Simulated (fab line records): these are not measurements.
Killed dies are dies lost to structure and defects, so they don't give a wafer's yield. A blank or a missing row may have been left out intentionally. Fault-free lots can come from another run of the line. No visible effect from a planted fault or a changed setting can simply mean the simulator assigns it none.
Lot-split experiment ; flow n5 finfet ; 39 wafers read from 7 lots, route of 1938 steps

## ON THE SPLIT
At N5_MOL_CONTACT_COAG_ETCH_106 (etches SOC in N2/H2, target depth 80 nm, overetch 16 nm, time 120 s), the setting source w was moved away from the recipe's 840 W on 15 of the 39 wafers read, by -15.7% to +8.5%. All remaining wafers had this setting at the recipe value.

The reading comes from the split's own step.

## THE READING
rf vpp V, in V, at N5_MOL_CONTACT_COAG_ETCH_106 (etches SOC in N2/H2, target depth 80 nm, overetch 16 nm, time 120 s). Typical for fault-free wafers on this fab line: 524.9 V, with standard deviation 2.8 V.

wafer;tool, chamber at the split;source w as run, W;against the recipe;rf vpp V, V;against lot-mates on the recipe
L074.1;rie diel-01, 0;726.1;-13.6%;552.2;+27.8
L074.2;rie diel-01, 2;840;recipe;521.3;-
L074.3;rie diel-01, 3;726.1;-13.6%;550.7;+26.3
L074.4;rie diel-01, 1;840;recipe;525.3;-
L074.5;rie diel-01, 0;840;recipe;526.7;-
L074.6;rie diel-01, 1;726.1;-13.6%;553.0;+28.6
L075.1;rie diel-01, 1;840;recipe;525.6;-
L075.2;rie diel-01, 0;840;recipe;525.2;-
L075.3;rie diel-01, 3;840;recipe;526.3;-
L075.4;rie diel-01, 2;840;recipe;519.8;-
L075.5;rie diel-01, 3;840;recipe;526.7;-
L075.6;rie diel-01, 0;840;recipe;525.2;-
L081.1;rie diel-01, 3;840;recipe;524.8;-
L081.2;rie diel-01, 2;911.1;+8.5%;505.3;-20.5
L081.3;rie diel-01, 1;840;recipe;525.7;-
L081.4;rie diel-01, 0;911.1;+8.5%;511.7;-14.1
L081.5;rie diel-01, 0;911.1;+8.5%;510.1;-15.7
L081.6;rie diel-01, 1;840;recipe;527.0;-
L083.1;rie diel-01, 2;788.9;-6.1%;531.1;+8.0
L083.2;rie diel-01, 1;788.9;-6.1%;538.4;+15.3
L083.3;rie diel-01, 3;788.9;-6.1%;535.4;+12.3
L083.4;rie diel-01, 3;840;recipe;525.0;-
L083.5;rie diel-01, 2;840;recipe;519.2;-
L083.6;rie diel-01, 1;840;recipe;525.2;-
L085.1;rie diel-01, 2;711.8;-15.3%;549.4;+24.6
L085.2;rie diel-01, 1;840;recipe;525.6;-
L085.3;rie diel-01, 3;840;recipe;523.6;-
L085.4;rie diel-01, 2;711.8;-15.3%;549.9;+25.1
L085.5;rie diel-01, 1;840;recipe;525.2;-
L085.6;rie diel-01, 3;711.8;-15.3%;553.7;+28.9
L093.1;rie diel-01, 2;840;recipe;528.9;-
L093.2;rie diel-01, 3;840;recipe;522.8;-
L093.3;rie diel-01, 0;840;recipe;526.1;-
L093.4;rie diel-01, 1;708.5;-15.7%;556.5;+30.6
L093.5;rie diel-01, 2;708.5;-15.7%;558.9;+33.0
L093.6;rie diel-01, 1;708.5;-15.7%;555.9;+30.0
L096.1;rie diel-01, 2;840;recipe;528.2;-
L096.2;rie diel-01, 1;840;recipe;526.6;-
L096.5;rie diel-01, 3;840;recipe;524.3;-

THE FIT
A straight line over all 39 wafers: rf vpp V changes by -1.9 V for each +1% of source w; r = -0.98; the points scatter about the line by 2.6 V.
The same after taking each lot's own level away (the mean of its wafers on the recipe; 39 wafers): -1.92 V for each +1%; r = -0.99; scatter 2.4 V.
According to that fit, moving source w by its largest amount changes the reading by 30 V.
The span of the lots' own levels, 523.13 to 526.37 V, comes to 1.2 times the standard deviation stated above.
So the lot-to-lot level changes the slope little: the two slopes agree.
Check: +29.9 V against its lot-mates is what the line predicts for one of the wafers moved furthest among these (-15.7%) when that wafer is left out of the fit. Against them it came out at +30.6 V.
Tool readings at the split's step, against how far the setting was moved: rf vpp V r = -0.98.

## OTHER SPLITS ON THESE WAFERS
Before the reading, these wafers also passed through other splits. Each is held against what the fit with the lots' levels taken away leaves over:
other split on the same wafers;wafers away from the commonest value;r with rf vpp V (lot level and that fit taken away)
N5_DUMMY_GATE_ETCH_37 source w;18;+0.19
N5_DUMMY_GATE_ETCH_32 time s;18;-0.04
N5_SD_EPI_N_EPI_21 pressure torr;24;+0.00
N5_SD_EPI_P_EXPOSE_06 dose mj;15;+0.07

## THE FILE'S OWN FIT
rf vpp V changes by -1.91 V for each +1% of source w, r = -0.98.
